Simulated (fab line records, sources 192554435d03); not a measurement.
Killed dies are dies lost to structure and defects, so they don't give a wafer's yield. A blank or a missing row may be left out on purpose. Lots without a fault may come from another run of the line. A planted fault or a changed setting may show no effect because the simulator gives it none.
Chamber matching | flow n5_finfet | N5_BEOL_M0_SAQP_SPACER2_ETCHBACK_27 on rie_diel-03: 4 sister chambers
The step etches SiO2 in CHF3/O2, target depth 22.5 nm, time 11.25 s. 18 wafers are shown with their chamber, then 9 later ones without.

WAFERS WITH THEIR CHAMBER
wafer  | chamber | showerhead_plenum_p_Torr (Torr) | rf_vpp_V (V) | throttle_valve_pct (%)
L074.4 | 1       | 2.37                            | 503          | 18.66
L074.5 | 1       | 2.37                            | 505          | 18.65
L074.6 | 0       | 2.40                            | 538          | 18.64
L077.1 | 3       | 2.54                            | 515          | 18.89
L077.3 | 2       | 2.32                            | 528          | 18.60
L077.5 | 3       | 2.54                            | 515          | 18.87
L078.2 | 0       | 2.40                            | 535          | 18.65
L078.4 | 2       | 2.32                            | 528          | 18.59
L078.5 | 0       | 2.40                            | 536          | 18.67
L083.1 | 1       | 2.37                            | 503          | 18.67
L083.5 | 3       | 2.54                            | 514          | 18.91
L083.6 | 0       | 2.39                            | 536          | 18.67
L090.2 | 0       | 2.39                            | 534          | 18.71
L090.3 | 3       | 2.53                            | 514          | 18.92
L090.4 | 1       | 2.36                            | 503          | 18.69
L091.3 | 1       | 2.36                            | 503          | 18.71
L091.5 | 3       | 2.53                            | 514          | 18.91
L091.6 | 0       | 2.39                            | 537          | 18.68

SIGNATURES (means of the wafers above)
reading                  | chamber 0 | chamber 1 | chamber 2 | chamber 3 | scatter within a chamber
showerhead_plenum_p_Torr | 2.3950    | 2.3660    | 2.3200    | 2.5360    | 0.00528
rf_vpp_V                 | 536.00    | 503.40    | 528.00    | 514.40    | 1.01
throttle_valve_pct       | 18.6700   | 18.6760   | 18.5950   | 18.9000   | 0.0223
Rule: a wafer's distance from a chamber is the root of the sum, over the readings, of the square of ((its reading less the chamber's mean) divided by the reading's scatter). The wafer belongs to the nearest chamber; if the next one is less than 2 further off, it can't be placed. The scatter: the root of (the sum of the squares of (reading less its chamber's mean) over the shown wafers, divided by (wafers less chambers)).

WAFERS WITHOUT THEIR CHAMBER
wafer  | showerhead_plenum_p_Torr (Torr) | rf_vpp_V (V) | throttle_valve_pct (%)
L094.1 | 2.53                            | 514          | 18.92
L094.5 | 2.39                            | 536          | 18.70
L094.6 | 2.36                            | 503          | 18.72
L096.1 | 2.36                            | 503          | 18.73
L096.3 | 2.53                            | 514          | 18.94
L096.5 | 2.53                            | 514          | 18.94
L097.1 | 2.31                            | 528          | 18.66
L097.2 | 2.36                            | 504          | 18.73
L097.3 | 2.53                            | 514          | 18.93

WHICH CHAMBER EACH WENT THROUGH
wafer  | from the rows above | in truth
L094.1 | 3                   | 3
L094.5 | 0                   | 0
L094.6 | 1                   | 1
L096.1 | 1                   | 1
L096.3 | 3                   | 3
L096.5 | 3                   | 3
L097.1 | 2                   | 2
L097.2 | 1                   | 1
L097.3 | 3                   | 3
Placed correctly: 9 of 9. Can't be placed from these rows: 0. Placed wrongly: 0.
